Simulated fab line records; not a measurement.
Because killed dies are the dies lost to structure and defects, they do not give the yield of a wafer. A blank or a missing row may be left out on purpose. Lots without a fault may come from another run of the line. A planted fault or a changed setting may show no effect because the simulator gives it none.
Chamber matching    flow nand-harc    NHARC_A_CONTACT_ETCH_110 on rie-diel-05: 4 sister chambers
The step etches the open film in CF4/O2, target depth 50 nm, overetch 5 nm, time 27.5 s. 4 wafers are shown with their chamber, then 7 later ones without.

## EACH WAFER AND ITS CHAMBER
wafer   chamber  showerhead-plenum-p-Torr (Torr)
L084.6  1        1.28
L083.5  3        1.28
L088.1  0        1.24
L088.4  2        1.42

## WAFERS WITHOUT THEIR CHAMBER
wafer   showerhead-plenum-p-Torr (Torr)
L088.5  1.24
L089.3  1.24
L089.4  1.42
L089.5  1.28
L090.1  1.24
L090.3  1.27
L090.5  1.42

## CHAMBER TAKEN BY EACH
wafer   from the rows above      in truth
L088.5  0                        0
L089.3  0                        0
L089.4  2                        2
L089.5  can't be placed: 1 or 3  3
L090.1  0                        0
L090.3  can't be placed: 1 or 3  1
L090.5  2                        2
Correctly placed: 5 of 7. Can't be placed from these rows: 2 (the true chamber is among the candidates in 2). Number placed wrongly: 0.
How it was worked out, from the rows above alone: a wafer's distance from a chamber is the root of the sum, over the readings, of the square of ((its reading less the chamber's mean) divided by the reading's scatter). The wafer belongs to the nearest chamber; if the next one is less than 2 further off, it can't be placed. For every chamber, the mean is computed from those of its wafers that are shown. The scatter: root of mean squared gap, hidden wafer to nearest shown wafer, with one shown wafer a chamber.
